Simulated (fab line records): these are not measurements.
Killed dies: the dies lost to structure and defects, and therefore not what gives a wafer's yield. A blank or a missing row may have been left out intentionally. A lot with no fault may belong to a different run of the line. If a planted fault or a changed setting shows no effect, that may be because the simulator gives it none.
Which tool is to blame? -- flow n5_finfet -- 10 lots (30 wafers sampled), 1 step of a 1938-step route

## WHAT THE GAUGES SHOWED, per wafer
N5_BEOL_M10_CD_MEAS_18: pitch 140 nm, target cd 70 nm.
lot,measured,on,cd_nm (nm)
L883,day 9 19:09,cd_sem-02,69.9 70.0 70.5
L884,day 10 02:26,cd_sem-03,70.0 70.8 70.2
L886,day 10 08:57,cd_sem-03,70.8 71.5 69.0
L889,day 11 10:55,cd_sem-01,71.1 71.0 70.8
L890,day 11 21:26,cd_sem-01,69.7 69.8 70.8
L891,day 12 04:53,cd_sem-03,69.8 69.7 70.0
L897,day 14 11:28,cd_sem-01,71.3 71.4 70.0
L899,day 14 15:35,cd_sem-03,68.9 68.5 69.1
L906,day 15 21:14,cd_sem-02,69.9 70.1 69.8
L905,day 16 00:11,cd_sem-03,70.1 69.8 68.9

## WHICH TOOL RAN EACH LOT (tool, then ch and the chambers of the sampled wafers, then the start)
There is no process step in the record ahead of these readings.

## THE ANSWER, worked out from the rows above alone
Rule: what is usual is taken from the lots themselves. The widest of any qualifying gaps counts: lots, ordered by their means at a reading, are off when they make up no more than a third of the lots, leave a main group of 4 or more, and stand apart from it by 3 or more times the standard deviation of that group's means. The tables above print the reading to a certain number of digits; a main group whose means all agree to those digits is not used. Also off: a lot with no number at a reading for which 4 or more lots have one. The other lots that the step has rows for count as sound.
Nothing can be told from this: no lot is off at any reading shown.

## WHAT THE SIMULATOR HAD INSERTED
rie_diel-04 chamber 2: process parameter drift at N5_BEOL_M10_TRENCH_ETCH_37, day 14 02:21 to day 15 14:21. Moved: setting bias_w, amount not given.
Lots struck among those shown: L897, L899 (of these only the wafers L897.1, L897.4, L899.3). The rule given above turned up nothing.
